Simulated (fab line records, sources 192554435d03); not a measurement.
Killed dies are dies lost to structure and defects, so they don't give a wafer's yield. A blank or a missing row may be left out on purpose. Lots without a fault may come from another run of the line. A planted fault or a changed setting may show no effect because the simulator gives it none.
One fault seen from 3 desks | flow n5_finfet | each desk has only its own numbers; what lay behind them comes last

THE TOOL OWNER'S DESK: pecvd-02
The tool's own readings at N5_BEOL_M4_PECVD_72 (deposits SiO2 from TEOS/O2, target thk 16 nm, time 18 s): means of the sampled wafers that have a number, for each lot that ran on this tool. A lot is out of limits, marked OUT, if its mean lies more than 4 standard deviations from the usual mean; the brackets give that distance.
Columns: A = heater_power_w at N5_BEOL_M4_PECVD_72, usual 737 W; B = showerhead_plenum_p_Torr at N5_BEOL_M4_PECVD_72, usual 8.78 Torr; C = throttle_valve_pct at N5_BEOL_M4_PECVD_72, usual 22.8 %
lot  | first seen here | A   | B    | C
L158 | day 8 08:33     | 762 | 8.74 | 22.8
L161 | day 9 08:38     | 783 | 8.74 | 22.9
L172 | day 12 20:26    | 784 | 8.73 | 22.7
L171 | day 12 23:38    | 660 | 8.75 | 23.5
L173 | day 13 01:44    | 659 | 8.74 | 23.2
L167 | day 13 03:19    | 763 | 8.73 | 23.2
This desk's finding: nothing out of limits on any of the 6 lots.

THE METROLOGY DESK
What the gauges read, lot by lot, whatever tool the lot ran on: means of the sampled wafers that have a number. A lot is out of limits, marked OUT, if its mean lies more than 4 standard deviations from the usual mean; the brackets give that distance. Of its 10 readings 7 are shown: those that lie furthest out on some lot.
Columns: A = DIBL_N at N5_BEOL_M4_RC_MEAS_101, usual 36.3 mV/V; B = IOFF_N at N5_BEOL_M4_RC_MEAS_101, usual 0.16 nA/um; C = ION_N at N5_BEOL_M4_RC_MEAS_101, usual 675 uA/um; D = SS_N at N5_BEOL_M4_RC_MEAS_101, usual 71.5 mV/dec; E = SS_P at N5_BEOL_M4_RC_MEAS_101, usual 73.3 mV/dec; F = VT_N at N5_BEOL_M4_RC_MEAS_101, usual 250 mV; G = VT_P at N5_BEOL_M4_RC_MEAS_101, usual -250 mV
lot  | first seen here | A    | B    | C   | D    | E    | F   | G
L158 | day 8 18:02     | 35.6 | 0.14 | 662 | 71.4 | 72.9 | 253 | -253
L162 | day 9 10:14     | 35.0 | 0.12 | 668 | 71.4 | 72.3 | 255 | -250
L161 | day 9 15:16     | 38.6 | 0.19 | 675 | 71.6 | 73.0 | 249 | -246
L168 | day 12 21:15    | 37.1 | 0.16 | 681 | 72.3 | 73.1 | 250 | -249
L175 | day 13 00:07    | 37.3 | 0.15 | 669 | 71.9 | 73.5 | 250 | -249
L172 | day 13 19:43    | 39.3 | 0.20 | 697 | 72.1 | 74.0 | 246 | -247
L171 | day 14 01:24    | 37.9 | 0.16 | 665 | 71.6 | 73.9 | 250 | -251
L167 | day 14 08:04    | 37.3 | 0.17 | 674 | 71.9 | 73.9 | 252 | -250
L173 | day 14 09:01    | 36.5 | 0.18 | 678 | 71.9 | 73.8 | 247 | -248
This desk's finding: nothing out of limits on any of the 9 lots.

THE DEFECT DESK
What the inspections along the route counted, lot by lot: means of the sampled wafers that have a number. A lot is out of limits, marked OUT, if its mean lies more than 4 standard deviations from the usual mean; the brackets give that distance.
Columns: A = raw_defect_count at N5_BEOL_M4_INSPECT_13, usual 375
lot  | first seen here | A
L158 | day 8 09:07     | 369
L162 | day 9 00:44     | 322
L161 | day 9 09:32     | 743 (+4.3) OUT
L168 | day 12 12:40    | 509
L175 | day 12 14:11    | 271
L172 | day 12 21:01    | 301
L171 | day 13 00:19    | 415
L173 | day 13 02:47    | 419
L167 | day 13 07:06    | 400
This desk's finding: out of limits on L161; first on L161, day 9 09:32 (raw_defect_count at N5_BEOL_M4_INSPECT_13). In limits: L158, L162, L168, L175, L172, L171, L173, L167.

PUT TOGETHER
The defect desk could have raised an alarm at day 9 09:32, on L161.
The tool owner's desk saw nothing out of limits.
The metrology desk saw nothing out of limits.
The tool owner's desk has L161 on record, within its limits.
The metrology desk has L161 on record, within its limits.
Of the lots named, all ran N5_BEOL_M4_PECVD_72 on pecvd-02.

WHAT THE SIMULATOR HAD PUT IN
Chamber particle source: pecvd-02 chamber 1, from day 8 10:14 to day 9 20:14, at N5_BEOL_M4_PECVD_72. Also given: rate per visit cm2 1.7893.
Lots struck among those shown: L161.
Hours from the fault's start to each desk's first reading out of limits: the defect desk, 23.
